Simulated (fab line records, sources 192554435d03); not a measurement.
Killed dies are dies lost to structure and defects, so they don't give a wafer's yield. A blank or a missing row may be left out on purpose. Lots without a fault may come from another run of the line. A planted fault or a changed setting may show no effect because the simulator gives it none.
Chamber matching | flow n5_finfet | N5_BEOL_M10_DEP_56 on pecvd-01: 3 sister chambers
The step deposits SiCN from 3MS/NH3, target thk 15 nm, time 26.5 s. 14 wafers are shown with their chamber, then 7 later ones without.

WAFERS WITH THEIR CHAMBER
wafer  | chamber | throttle_valve_pct (%) | showerhead_plenum_p_Torr (Torr) | showerhead_vpp_V (V)
L077.1 | 2       | 8.8                    | 3.667                           | 849
L077.2 | 1       | 10.4                   | 3.691                           | 863
L077.5 | 0       | 8.8                    | 3.646                           | 833
L081.2 | 2       | 8.7                    | 3.669                           | 869
L081.3 | 1       | 10.3                   | 3.697                           | 858
L081.6 | 2       | 8.9                    | 3.670                           | 856
L083.1 | 2       | 8.7                    | 3.660                           | 862
L083.2 | 0       | 9.0                    | 3.642                           | 836
L083.5 | 1       | 10.5                   | 3.696                           | 843
L084.2 | 0       | 9.0                    | 3.646                           | 834
L084.4 | 2       | 8.7                    | 3.661                           | 853
L084.5 | 1       | 10.5                   | 3.688                           | 865
L085.1 | 2       | 9.0                    | 3.668                           | 869
L085.3 | 0       | 9.0                    | 3.636                           | 829

SIGNATURES (means of the wafers above)
reading                  | chamber 0 | chamber 1 | chamber 2 | scatter within a chamber
throttle_valve_pct       | 8.950     | 10.425    | 8.800     | 0.112
showerhead_plenum_p_Torr | 3.64250   | 3.69300   | 3.66583   | 0.00439
showerhead_vpp_V         | 833.00    | 857.25    | 859.67    | 7.83
Rule: a wafer's distance from a chamber is the root of the sum, over the readings, of the square of ((its reading less the chamber's mean) divided by the reading's scatter). The wafer belongs to the nearest chamber; if the next one is less than 2 further off, it can't be placed. The scatter: the root of (the sum of the squares of (reading less its chamber's mean) over the shown wafers, divided by (wafers less chambers)).

WAFERS WITHOUT THEIR CHAMBER
wafer  | throttle_valve_pct (%) | showerhead_plenum_p_Torr (Torr) | showerhead_vpp_V (V)
L085.5 | 9.0                    | 3.664                           | 850
L086.1 | 9.0                    | 3.643                           | 832
L086.4 | 10.7                   | 3.686                           | 852
L086.5 | 8.8                    | 3.645                           | 835
L095.1 | 8.9                    | 3.657                           | 864
L095.3 | 10.1                   | 3.682                           | 851
L095.5 | 9.1                    | 3.668                           | 856

WHICH CHAMBER EACH WENT THROUGH
wafer  | from the rows above | in truth
L085.5 | 2                   | 2
L086.1 | 0                   | 0
L086.4 | 1                   | 1
L086.5 | 0                   | 0
L095.1 | 2                   | 2
L095.3 | 1                   | 1
L095.5 | 2                   | 2
Placed correctly: 7 of 7. Can't be placed from these rows: 0. Placed wrongly: 0.
